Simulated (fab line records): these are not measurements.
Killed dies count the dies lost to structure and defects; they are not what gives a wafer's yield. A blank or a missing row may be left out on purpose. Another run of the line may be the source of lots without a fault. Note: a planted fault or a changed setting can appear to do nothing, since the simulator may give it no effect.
8D (eight disciplines) problem report, filled in by code	flow n5-finfet	the parts of the form that need people (team, actions taken, sign-off) are left out

## 1. THE PROBLEM
M14_THK at N5_BEOL_M14_THK_MEAS_50 reads a mean of 980 nm on 1 wafer of 1 lot; wafers without a fault read 563 nm with a standard deviation of 22. Measured from the usual mean, that is +19 standard deviations.
The step: measures by xrf.
Seen first at day 18 04:58 on film-metro-01, wafer L988.1. The record holds 23 wafers of 8 lots with a number at this step. Rule for "out" (also "out of limits"): further than 4 standard deviations from the usual mean. The rest of the wafers with a number are treated as sound.

## 2. WHAT IT IS, AND WHAT IT ISN'T
question	is	is not
which readings at this step	M14_THK	-
which lots	L988	L100, L979, L980, L985, L986, L995, L998
which wafers of those lots	L988.1	L988.4, L988.5
read on which gauges	film-metro-01	film-metro-02
when	from day 18 04:58	up to then (13 sound wafers); but 9 sound wafers of L100, L995, L998 came after

## 3. THE SUSPECTS, EACH WITH WHAT RULES IT OUT
Counting: if a tool at a process step up to the reading ran every lot that is out, it stays a suspect. Sound lots after the first of them don't rule it out here, since some wafers of a struck lot are sound.
- the gauge at N5_BEOL_M14_THK_MEAS_50: ruled out. All the wafers that are out were read on film-metro-01, but those of them that N5_BEOL_M14_CMP_49 has rows for are out there too, on other tools.
- rie-diel-01 at N5_BEOL_M14_ETCH_67 (etches SiARC in CF4, target depth 143 nm, time 238.3 s): kept. L988, the lot that is out, went through it at day 18 02:06; up to then, the latest sound lot through it was L985 at day 17 20:13.
- rie-diel-01 at N5_BEOL_M14_ETCH_68 (etches SOC in N2/H2, time 450 s): kept. L988, the lot that is out, went through it at day 18 02:15; up to then, the latest sound lot through it was L985 at day 17 20:22.
- cmp-03 at N5_BEOL_M14_CMP_49 (polishes, stops on SiO2, t overpolish 5.2 s, target thk 560 nm): kept. L988, the lot that is out, went through it at day 18 04:40; up to then, the latest sound lot through it was L985 at day 17 22:55. On those wafers its own readings are out: barrier-field-endpoint-s, overpolish-run-s, time-to-endpoint-s.
- Within rie-diel-01 at N5_BEOL_M14_ETCH_67: the wafers that are out ran in chamber 2; their sound lot-mates ran in chambers 0, 3.
- Within rie-diel-01 at N5_BEOL_M14_ETCH_68: the wafers that are out ran in chamber 2; their sound lot-mates ran in chambers 0, 3.
Left after counting: rie-diel-01 at N5_BEOL_M14_ETCH_67, rie-diel-01 at N5_BEOL_M14_ETCH_68, cmp-03 at N5_BEOL_M14_CMP_49.

## 4. THE CAUSE (what the simulator had put in)
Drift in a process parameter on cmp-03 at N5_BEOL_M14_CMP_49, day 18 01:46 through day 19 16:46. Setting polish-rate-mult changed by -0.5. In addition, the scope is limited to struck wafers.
After counting, 3 suspects remain, this tool included.

## 5. THE EFFECT CHAIN, in route order
One row per reading whose mean, taken over the struck wafers that have a number, lies over 3 standard deviations from the usual. Scope: only readings with a usual standard deviation given in the record; hours: median across lots of the time from each lot's start at the first step in this table that gives one to its start at this step; sigmas: change in usual standard deviations.
hours	step	reading	usual	on struck wafers	change	sigmas
0	N5_BEOL_M14_CMP_49	barrier-field-endpoint-s	11.4 s	23.1	+11.7	+38
0	N5_BEOL_M14_CMP_49	overpolish-run-s	5.200 s	2.839	-2.361	-99 or more
0	N5_BEOL_M14_CMP_49	time-to-endpoint-s	121 s	158	+37	+6.7
0	N5_BEOL_M14_THK_MEAS_50	M14_THK	563 nm	980	+417	+19
0	N5_BEOL_M14_INSPECT_55	raw-defect-count	66	6459	+6393	+99 or more
23	N5_PASSIVATION_PROBE_49	defect-limited-yield	90.9 %	0.0	-90.9	-57
23	N5_PASSIVATION_PROBE_49	killed_at_M4_up	15	1060	+1045	+99 or more
23	N5_PASSIVATION_PROBE_49	killed-dies	107	1180	+1073	+56
23	N5_PASSIVATION_PROBE_49	killed-on-rim	14	152	+138	+32
23	N5_PASSIVATION_PROBE_49	sort-n-pass	1072	0	-1072	-54
23	N5_PASSIVATION_PROBE_49	sort-yield-pct	90.9 %	0.0	-90.9	-53
It contains these process steps:
- N5_BEOL_M14_CMP_49: polishes, stops on SiO2, t overpolish 5.2 s, target thk 560 nm.
- N5_PASSIVATION_PROBE_49

## 6. WHAT WOULD HAVE CAUGHT IT SOONER
Counted from the fault's start at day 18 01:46, it took 3 hours until the first out-of-limits reading at a measuring or inspecting step in this record, taken at day 18 04:58.
The tool's own readings at N5_BEOL_M14_CMP_49 were out on every struck wafer that the step has a row for (barrier-field-endpoint-s, overpolish-run-s, time-to-endpoint-s): an alarm limit on them would have fired on the first of those.
The start of N5_BEOL_M14_CMP_49 on cmp-03 came by day 18 04:58 for every one of the lots that are out (1). Had the tool been put on hold then, not one of them would have been saved.
